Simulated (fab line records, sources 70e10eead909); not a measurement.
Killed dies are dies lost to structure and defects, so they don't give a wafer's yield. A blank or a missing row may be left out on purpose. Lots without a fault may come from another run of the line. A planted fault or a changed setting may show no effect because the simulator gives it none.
Which tool did it? | flow nand_harc | 11 lots, 33 wafers sampled, at 6 steps of a route of 1159

WHAT THE GAUGES READ, wafer by wafer
NHARC_A_ONON_D1_THK_MEAS_05: measures by ellipsometry.
lot  | measured     | on            | thk_nm (nm)
L626 | day 7 01:19  | film_metro-01 | 992 992 991
L629 | day 8 11:56  | film_metro-01 | 996 996 996
L631 | day 8 21:57  | film_metro-02 | 1005 1002 1003
L633 | day 9 15:53  | film_metro-02 | 1000 998 1001
L636 | day 10 03:05 | film_metro-02 | 1010 1009 1007
L639 | day 10 15:07 | film_metro-02 | 992 990 992
L641 | day 11 01:46 | film_metro-01 | 1006 1006 1005
L640 | day 11 01:47 | film_metro-02 | 641 639 642
L642 | day 11 23:58 | film_metro-02 | 619 617 620
L643 | day 11 23:59 | film_metro-02 | 1003 1000 1001
L649 | day 13 02:13 | film_metro-01 | 976 975 976

NHARC_END_SORT_01.
lot  | measured     | on        | killed_at_array | killed_at_other | killed_at_periphery | killed_dies | killed_open | killed_short
L640 | day 22 12:06 | prober-02 | 675 675 672     | 0 0 0           | 2 2 5               | 677 677 677 | 4 2 7       | 0 2 3
L642 | day 23 17:27 | prober-02 | 673 667 672     | 1 2 1           | 3 8 4               | 677 677 677 | 2 4 3       | 5 2 0

WHICH TOOL RAN EACH LOT (tool, then ch and the chambers of the sampled wafers, then the start)
lot  | NHARC_P_BONDPAD_ETCH_24                       | NHARC_A_ZERO_WELL_ETCH_19          | NHARC_A_ZERO_WELL_ETCH_13        | NHARC_A_ONON_D1_DEP_03
L626 | rie_diel-06 ch 2,3, day 6 03:11 or earlier    | rie_diel-07 ch 1,3, day 6 03:11    | rie_si-05 ch 1,2,3, day 6 03:19  | pecvd_onon-01 ch 0, day 7 00:48
L629 | rie_diel-06 ch 1,2,3, day 7 10:05             | rie_diel-04 ch 0,1,3, day 7 13:42  | rie_si-04 ch 0,2,3, day 7 13:51  | pecvd_onon-04 ch 0, day 8 11:25
L631 | rie_diel-06 ch 0,1, day 7 22:52 or earlier    | rie_diel-04 ch 0,1,2, day 7 22:52  | rie_si-05 ch 0,1,3, day 7 22:58  | pecvd_onon-02 ch 0, day 8 21:34
L633 | rie_diel-03 ch 0,1,2, day 8 11:32 or earlier  | rie_diel-09 ch 1,2,3, day 8 11:32  | rie_si-04 ch 1,2,3, day 8 11:39  | pecvd_onon-04 ch 0, day 9 15:23
L636 | rie_diel-06 ch 1,2, day 9 04:56 or earlier    | rie_diel-07 ch 0,2,3, day 9 04:56  | rie_si-04 ch 0,1,2, day 9 05:02  | pecvd_onon-02 ch 0, day 10 02:42
L639 | rie_diel-06 ch 0,1,3, day 9 13:56 or earlier  | rie_diel-09 ch 0,1,3, day 9 13:56  | rie_si-05 ch 0,1,2, day 9 14:04  | pecvd_onon-01 ch 0, day 10 14:35
L641 | rie_diel-06 ch 1,2,3, day 10 01:17 or earlier | rie_diel-07 ch 1,2,3, day 10 01:17 | rie_si-04 ch 0,2,3, day 10 01:26 | pecvd_onon-02 ch 0, day 11 01:16
L640 | rie_diel-06 ch 0,2,3, day 10 02:10 or earlier | rie_diel-04 ch 0,2,3, day 10 02:10 | rie_si-05 ch 0,1,2, day 10 02:17 | pecvd_onon-01 ch 0, day 11 01:16
L642 | rie_diel-06 ch 0,2,3, day 10 21:07 or earlier | rie_diel-09 ch 1,2,3, day 10 21:07 | rie_si-05 ch 1,2, day 10 21:14   | pecvd_onon-01 ch 0, day 11 23:37
L643 | rie_diel-02 ch 0,2, day 10 21:28 or earlier   | rie_diel-09 ch 0,3, day 10 21:28   | rie_si-05 ch 0,3, day 10 21:34   | pecvd_onon-04 ch 0, day 11 23:31
L649 | rie_diel-03 ch 1,3, day 12 04:05 or earlier   | rie_diel-07 ch 0,2, day 12 04:05   | rie_si-05 ch 1,2, day 12 04:13   | pecvd_onon-02 ch 0, day 13 01:42
- NHARC_P_BONDPAD_ETCH_24: etches the open film in CF4/N2, target depth 30 nm, time 72.99 s.
- NHARC_A_ZERO_WELL_ETCH_19: etches the open film in N2/H2, target depth 80 nm, overetch 24 nm, time 87.88 s.
- NHARC_A_ZERO_WELL_ETCH_13: etches the open film in HBr/Cl2, target depth 120 nm, time 40.1 s.
- NHARC_A_ONON_D1_DEP_03: target thk 1000 nm.

WHAT THE TOOLS THEMSELVES READ (means of the sampled wafers that have a number; where no wafer has one, the mark that the record gives instead)
NHARC_P_BONDPAD_ETCH_24.
lot  | tool        | drypump_motor_current_A (A) | n2_flow_sccm (sccm) | oes_product_au (a.u.) | rf_vpp_V (V) | showerhead_plenum_p_Torr (Torr) | throttle_valve_pct (%)
L626 | rie_diel-06 | 5.9                         | 99.80               | 1.011                 | 312.2        | 2.52                            | 19.802
L629 | rie_diel-06 | 5.9                         | 99.71               | 1.000                 | 314.3        | 2.59                            | 19.790
L631 | rie_diel-06 | 5.6                         | 99.96               | 0.999                 | 315.3        | 2.70                            | 19.780
L633 | rie_diel-03 | 5.1                         | 99.83               | 1.008                 | 314.7        | 2.68                            | 19.796
L636 | rie_diel-06 | 5.9                         | 100.16              | 1.014                 | 315.8        | 2.67                            | 19.787
L639 | rie_diel-06 | 5.6                         | 100.05              | 1.001                 | 313.2        | 2.63                            | 19.802
L641 | rie_diel-06 | 5.9                         | 99.66               | 1.011                 | 312.9        | 2.59                            | 19.804
L640 | rie_diel-06 | 5.5                         | 99.71               | 1.002                 | 313.0        | 2.59                            | 19.790
L642 | rie_diel-06 | 5.5                         | 99.99               | 1.014                 | 314.1        | 2.59                            | 19.797
L643 | rie_diel-02 | 5.6                         | 99.72               | 0.999                 | 312.7        | 2.54                            | 19.791
L649 | rie_diel-03 | 5.6                         | 99.99               | 1.015                 | 314.6        | 2.63                            | 19.798

NHARC_A_ZERO_WELL_ETCH_19.
lot  | tool        | drypump_motor_current_A (A) | h2_flow_sccm (sccm) | n2_flow_sccm (sccm) | oes_product_au (a.u.) | rf_vpp_V (V) | showerhead_plenum_p_Torr (Torr) | throttle_valve_pct (%)
L626 | rie_diel-07 | 6.2                         | 150.0               | 150.1               | 0.989                 | 433.1        | 2.17                            | 14.176
L629 | rie_diel-04 | 5.6                         | 150.0               | 150.6               | 0.984                 | 430.2        | 2.05                            | 14.175
L631 | rie_diel-04 | 5.8                         | 150.1               | 150.0               | 0.992                 | 432.5        | 2.09                            | 14.168
L633 | rie_diel-09 | 5.9                         | 150.0               | 150.1               | 0.986                 | 430.0        | 2.01                            | 14.175
L636 | rie_diel-07 | 5.5                         | 149.9               | 149.9               | 1.005                 | 432.3        | 2.09                            | 14.168
L639 | rie_diel-09 | 5.8                         | 150.5               | 149.8               | 0.999                 | 429.4        | 1.99                            | 14.176
L641 | rie_diel-07 | 5.7                         | 150.0               | 150.2               | 1.001                 | 434.1        | 2.18                            | 14.175
L640 | rie_diel-04 | 5.4                         | 150.0               | 149.9               | 0.974                 | 428.9        | 1.99                            | 14.167
L642 | rie_diel-09 | 5.8                         | 150.1               | 150.0               | 0.987                 | 429.7        | 2.01                            | 14.172
L643 | rie_diel-09 | 5.8                         | 149.8               | 150.3               | 0.997                 | 428.1        | 1.97                            | 14.180
L649 | rie_diel-07 | 5.1                         | 150.4               | 149.4               | 1.016                 | 432.4        | 2.09                            | 14.164

NHARC_A_ZERO_WELL_ETCH_13.
lot  | tool      | drypump_motor_current_A (A) | oes_product_au (a.u.) | throttle_valve_pct (%)
L626 | rie_si-05 | 6.0                         | 1.005                 | 26.408
L629 | rie_si-04 | 5.9                         | 0.999                 | 26.410
L631 | rie_si-05 | 6.0                         | 1.011                 | 26.406
L633 | rie_si-04 | 5.8                         | 0.997                 | 26.401
L636 | rie_si-04 | 5.9                         | 0.999                 | 26.411
L639 | rie_si-05 | 5.9                         | 1.004                 | 26.402
L641 | rie_si-04 | 5.9                         | 1.001                 | 26.407
L640 | rie_si-05 | 5.9                         | 1.003                 | 26.408
L642 | rie_si-05 | 5.9                         | 0.998                 | 26.407
L643 | rie_si-05 | 6.0                         | 1.002                 | 26.394
L649 | rie_si-05 | 5.8                         | 0.989                 | 26.410

NHARC_A_ONON_D1_DEP_03.
lot  | tool          | n2_flow_sccm (sccm) | nh3_flow_sccm (sccm)
L626 | pecvd_onon-01 | 2759                | 499.1
L629 | pecvd_onon-04 | 2746                | 500.1
L631 | pecvd_onon-02 | 2744                | 499.7
L633 | pecvd_onon-04 | 2743                | 502.4
L636 | pecvd_onon-02 | 2744                | 499.2
L639 | pecvd_onon-01 | 2742                | 500.5
L641 | pecvd_onon-02 | 2758                | 498.8
L640 | pecvd_onon-01 | 2746                | 500.3
L642 | pecvd_onon-01 | 2768                | 499.3
L643 | pecvd_onon-04 | 2755                | 501.9
L649 | pecvd_onon-02 | 2746                | 497.6

THE ANSWER, worked out from the rows above alone
Rule: what is usual is taken from the lots themselves. Put in order of their means at a reading, lots are off if they are a third of the lots or fewer, leave a main group of 4 or more, and stand apart from it by a gap of 3 or more times the standard deviation of the main group's means; of several such gaps the widest counts. A main group whose means are all the same, to the digits that the tables above print for the reading, isn't used. A lot without any number at a reading at which 4 lots or more have one is off too. The other lots that the step has rows for count as sound. The gauges are gone through in route order, then the tools' own readings, and for those a lot's mean is taken as printed above. The first step at which some lot is off is used, and at that step the reading that is off furthest; a lot without a number counts as furthest.
Off: L640, L642, at NHARC_A_ONON_D1_THK_MEAS_05 (thk_nm). The main group: mean 997 nm, standard deviation 9.4.
A tool fits if, at a process step before that reading, it ran every lot that is off, and no sound lot after the first of them. The gauges at NHARC_A_ONON_D1_THK_MEAS_05 are tried like those tools. NHARC_P_BONDPAD_ETCH_24 gives no start for some lots, so the hours and the order of its lots are those of NHARC_A_ZERO_WELL_ETCH_19. Can't be told from this: 2 tools fit, rie_diel-06 at NHARC_P_BONDPAD_ETCH_24, pecvd_onon-01 at NHARC_A_ONON_D1_DEP_03.

WHAT THE SIMULATOR HAD PUT IN
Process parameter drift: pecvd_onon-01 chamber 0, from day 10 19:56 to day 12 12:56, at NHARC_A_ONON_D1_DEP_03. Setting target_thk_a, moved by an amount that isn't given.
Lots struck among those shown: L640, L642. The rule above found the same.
